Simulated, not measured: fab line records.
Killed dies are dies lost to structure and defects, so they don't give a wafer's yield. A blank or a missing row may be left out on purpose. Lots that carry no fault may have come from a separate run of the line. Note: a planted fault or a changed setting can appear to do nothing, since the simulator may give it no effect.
Comparing a struck lot with a sound one | flow nand-harc | 13 out of 1159 route steps
Sound: wafers L356.2, L356.3, L356.5. The struck wafers were L360.1, L360.2, L360.6. The cause comes at the end.
Order at every step that has rows: each side's tool, ch and its chambers, its first start. Under that, the readings that differ: sound wafers | struck wafers | difference of the means | sigmas: that difference in standard deviations of wafers without a fault.
alike: a reading whose means differ by less than 2 such deviations, as well as words and numbers matching on both sides. not compared: withheld readings; readings where some wafer has no value; bounds like >300 that might hide an equal value; numbers whose values overlap and for which the record gives no deviation.
The two part at a step that has a row with sigmas, a row that says differs or no value, or rows on one side only. Numbers that have no deviation but don't overlap get no sigmas and don't part them. A reading missing from all wafers of one side parts the sides only when that side holds two or more wafers.

NHARC_A_WL_FILL_STRIP_27: strips in N2/H2, time 20 s.
  sound on plasma-asher-02 ch 0, day 15 14:55; struck on plasma-asher-02 ch 0,1, day 16 12:13
  reading            | sound       | struck      | difference | sigmas
  heater-power-w (W) | 275 279 278 | 367 301 347 | +61        | +2
  alike: drypump-motor-current-A
  not compared: rf-hours-counter-h
then, 4 steps without rows for these wafers: NHARC_A_WL_FILL_STRIP_28 (strips in post etch residue remover, time 1200 s); NHARC_A_WL_FILL_PRECLEAN_06 (cleans in DIW, time 300 s); NHARC_A_WL_FILL_SRD_07; NHARC_A_WL_FILL_ANNEAL_08 (time 1800 s).
NHARC_A_WL_FILL_ALD_10: deposits SiO2, target thk 50 nm, pulse time 10 s, ald cycles 500.
  sound on ald-hk-02 ch 2,3, day 15 17:20; struck on ald-hk-01 ch 0,2, day 16 18:16
  alike: heater-power-w, precursor-pulse-height-rel
NHARC_A_WL_FILL_ETCHBACK_16: etches the open film in C4F8/O2/Ar, target depth 88 nm, time 17.6 s.
  sound on rie-diel-11 ch 0,2,3; struck on rie-diel-13 ch 2,3
  alike: oes-product-au, rf-vpp-V
  not compared: rf-hours-counter-h
then, 1 step without rows for these wafers: NHARC_A_WL_FILL_STRIP_29 (strips in O2, time 20 s).
NHARC_A_WL_FILL_ETCHBACK_17: etches the open film in Cl2/BCl3, target depth 4 nm, time 26.7 s.
  sound on rie-metal-02 ch 0,1, day 15 22:11; struck on rie-metal-03 ch 0,1, day 16 22:34
  alike: drypump-motor-current-A, oes-product-au
  not compared: rf-hours-counter-h
then, 2 steps without rows for these wafers: NHARC_A_WL_FILL_PRECLEAN_18 (cleans in dHF, time 30 s); NHARC_A_WL_FILL_SRD_21.
NHARC_A_WL_FILL_CVD_23: deposits poly-Si, target thk 40 nm, time 800 s.
  struck on lpcvd-poly-01, day 17 01:23; sound on lpcvd-poly-03 ch 0, day 16 00:49
  no value came back on the struck wafers for any of 5 readings (pressure-mtorr (mTorr), run-length-s (s) and others); on the sound wafers pressure-mtorr (mTorr) reads 199.6 199.8 199.6
NHARC_A_WL_FILL_ETCHBACK_26: etches the open film in HBr, target depth 52 nm, time 13.3 s.
  sound on rie-si-03 ch 0,1, day 16 03:25; struck on rie-si-01 ch 1,2, day 17 03:57
  alike: drypump-motor-current-A, oes-product-au, throttle-valve-pct
  not compared: rf-hours-counter-h

WHERE THEY PART
Last at NHARC_A_WL_FILL_CVD_23 as far as this record goes, first at NHARC_A_WL_FILL_STRIP_27. Later steps at which nothing parts them and some readings are alike: NHARC_A_WL_FILL_ETCHBACK_26.

WHY: whatever the simulator had introduced
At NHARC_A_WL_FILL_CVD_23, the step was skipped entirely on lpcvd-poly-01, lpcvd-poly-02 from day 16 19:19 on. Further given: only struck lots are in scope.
